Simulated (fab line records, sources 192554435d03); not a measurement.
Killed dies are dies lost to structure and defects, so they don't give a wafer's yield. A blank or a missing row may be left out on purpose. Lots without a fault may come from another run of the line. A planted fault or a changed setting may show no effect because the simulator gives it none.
Chamber matching | flow n5_finfet | N5_FIN_SAQP_FIN_ETCH_36 on rie_si-05: 4 sister chambers
The step etches the open film in HBr/Cl2/O2, target depth 120 nm, time 50.4 s. 18 wafers are shown with their chamber, then 9 later ones without.

WAFERS WITH THEIR CHAMBER
wafer  | chamber | drypump_motor_current_A (A) | throttle_valve_pct (%) | oes_product_au (a.u.)
L076.1 | 2       | 6.4                         | 36.0                   | 0.993
L076.4 | 1       | 5.7                         | 35.9                   | 0.997
L076.6 | 2       | 6.4                         | 36.0                   | 0.984
L078.3 | 3       | 5.3                         | 36.4                   | 0.992
L078.4 | 0       | 5.3                         | 36.0                   | 1.014
L078.6 | 1       | 5.7                         | 35.9                   | 0.989
L080.1 | 2       | 6.4                         | 36.0                   | 0.990
L080.2 | 0       | 5.3                         | 36.1                   | 1.012
L080.3 | 1       | 5.7                         | 35.9                   | 0.988
L082.2 | 1       | 5.7                         | 35.9                   | 0.982
L082.3 | 3       | 5.4                         | 36.4                   | 0.983
L082.6 | 3       | 5.3                         | 36.4                   | 0.989
L085.4 | 1       | 5.7                         | 35.9                   | 0.993
L085.5 | 0       | 5.3                         | 36.1                   | 0.991
L085.6 | 3       | 5.3                         | 36.4                   | 0.996
L086.2 | 1       | 5.7                         | 35.9                   | 0.988
L086.4 | 2       | 6.4                         | 36.0                   | 1.009
L086.6 | 1       | 5.7                         | 35.9                   | 1.003

SIGNATURES (means of the wafers above)
reading                 | chamber 0 | chamber 1 | chamber 2 | chamber 3 | scatter within a chamber
drypump_motor_current_A | 5.300     | 5.700     | 6.400     | 5.325     | 0.0231
throttle_valve_pct      | 36.067    | 35.900    | 36.000    | 36.400    | 0.0218
oes_product_au          | 1.00567   | 0.99143   | 0.99400   | 0.99000   | 0.00863
Rule: a wafer's distance from a chamber is the root of the sum, over the readings, of the square of ((its reading less the chamber's mean) divided by the reading's scatter). The wafer belongs to the nearest chamber; if the next one is less than 2 further off, it can't be placed. The scatter: the root of (the sum of the squares of (reading less its chamber's mean) over the shown wafers, divided by (wafers less chambers)).

WAFERS WITHOUT THEIR CHAMBER
wafer  | drypump_motor_current_A (A) | throttle_valve_pct (%) | oes_product_au (a.u.)
L088.1 | 5.3                         | 36.4                   | 0.996
L088.2 | 6.4                         | 36.0                   | 0.994
L088.3 | 5.7                         | 35.9                   | 1.002
L092.2 | 5.3                         | 36.4                   | 0.992
L092.4 | 5.3                         | 36.1                   | 1.009
L092.6 | 6.4                         | 36.0                   | 0.998
L094.1 | 5.7                         | 35.9                   | 1.005
L094.2 | 5.3                         | 36.1                   | 1.001
L094.3 | 6.4                         | 36.0                   | 1.011

WHICH CHAMBER EACH WENT THROUGH
wafer  | from the rows above | in truth
L088.1 | 3                   | 3
L088.2 | 2                   | 2
L088.3 | 1                   | 1
L092.2 | 3                   | 3
L092.4 | 0                   | 0
L092.6 | 2                   | 2
L094.1 | 1                   | 1
L094.2 | 0                   | 0
L094.3 | 2                   | 2
Placed correctly: 9 of 9. Can't be placed from these rows: 0. Placed wrongly: 0.
